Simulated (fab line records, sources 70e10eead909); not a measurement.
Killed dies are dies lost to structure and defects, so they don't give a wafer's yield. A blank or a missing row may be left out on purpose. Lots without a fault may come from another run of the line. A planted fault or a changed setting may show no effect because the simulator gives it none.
Problem report in the 8D (eight disciplines) form, filled by code | flow nand_harc | the parts of the form that need people (team, actions taken, sign-off) are left out

1. THE PROBLEM
killed_at_array at NHARC_END_SORT_01 reads a mean of 671 on 6 wafers of 2 lots; wafers without a fault read 55 with a standard deviation of 22. That is +28 standard deviations from the usual mean.
First seen on wafer L983.1, day 28 05:46, on prober-01. The record holds 6 wafers of 2 lots with a number at this step. Rule for "out", or "out of limits": more than 4 standard deviations from the usual mean. The other wafers with a number count as sound.

2. WHAT IT IS AND WHAT IT IS NOT
question                    | is                           | is not
which readings at this step | killed_at_array, killed_dies | killed_at_periphery, killed_open, killed_short
which lots                  | L983, L984                   | -
which wafers of those lots  | all that have a number       | -
read on which gauges        | prober-01, prober-02         | -
when                        | from day 28 05:46            | up to then (0 sound wafers)

3. SUSPECTS, AND WHAT RULES EACH OUT
Counting: a tool at a process step up to the reading stays a suspect if it ran every lot that is out and no sound lot after the first of them.
- the gauge at NHARC_END_SORT_01: ruled out. The wafers that are out were read on 2 gauges (prober-01, prober-02).
- rie_diel-03 at NHARC_A_CHANNEL_HOLE_D2_ETCH_39 (etches the open film in N2/H2, target depth 260 nm, time 325 s): kept. It ran every lot that is out, first L983 (day 16 14:49), and no sound lot after that. NHARC_A_CHANNEL_HOLE_D2_ETCH_39 gives no start for some lots, so the hours and the order of its lots are those of NHARC_A_CHANNEL_HOLE_D2_ETCH_26.
- har_etch-01 at NHARC_A_CHANNEL_HOLE_D2_ETCH_26 (etches the open film in C4F8/O2/Ar, time 224.1 s, target depth 300 nm): kept. It ran every lot that is out, first L983 (day 16 14:49), and no sound lot after that.
- har_etch-01 at NHARC_A_CHANNEL_HOLE_D2_ETCH_27 (etches the open film in C4F8/O2/Ar, time 90 s, target depth 400 nm): kept. It ran every lot that is out, first L983 (day 16 15:01), and no sound lot after that.
Left after counting: rie_diel-03 at NHARC_A_CHANNEL_HOLE_D2_ETCH_39, har_etch-01 at NHARC_A_CHANNEL_HOLE_D2_ETCH_26, har_etch-01 at NHARC_A_CHANNEL_HOLE_D2_ETCH_27.

4. THE CAUSE (what the simulator had put in)
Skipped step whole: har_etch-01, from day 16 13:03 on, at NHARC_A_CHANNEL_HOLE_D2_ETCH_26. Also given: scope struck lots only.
Counting left 3 suspects, and this tool is among them.

5. THE CHAIN OF EFFECTS, in route order
Each row: a reading whose mean over the struck wafers that have a number lies more than 3 standard deviations from the usual. Only readings for which the record gives a usual standard deviation are gone through. hours: the time from each lot's start at the first step in this table that gives one to its start at this step, as a median over the lots. sigmas: the change in usual standard deviations.
hours | step              | reading         | usual | on struck wafers | change | sigmas
0     | NHARC_END_SORT_01 | killed_at_array | 55    | 671              | +616   | +28
0     | NHARC_END_SORT_01 | killed_dies     | 59    | 677              | +618   | +28
Readings that are blank on the struck wafers while sound wafers have them: bias_v at NHARC_A_CHANNEL_HOLE_D2_ETCH_26; c4f8_flow_sccm at NHARC_A_CHANNEL_HOLE_D2_ETCH_26; drypump_motor_current_A at NHARC_A_CHANNEL_HOLE_D2_ETCH_26; showerhead_plenum_p_Torr at NHARC_A_CHANNEL_HOLE_D2_ETCH_26; throttle_valve_pct at NHARC_A_CHANNEL_HOLE_D2_ETCH_26.

6. WHAT WOULD HAVE CAUGHT IT SOONER
In this record the first reading out of limits at a measuring or inspecting step was taken at day 28 05:46, 281 hours after the fault began at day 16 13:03.
At NHARC_A_CHANNEL_HOLE_D2_ETCH_26 the tool's readings are blank on the struck wafers, where sound wafers have them: an empty tool record is the first sign, and it was there at once.
All the lots that are out (2) had begun NHARC_A_CHANNEL_HOLE_D2_ETCH_26 on har_etch-01 by day 28 05:46. A hold on the tool at that time would have spared none of them.
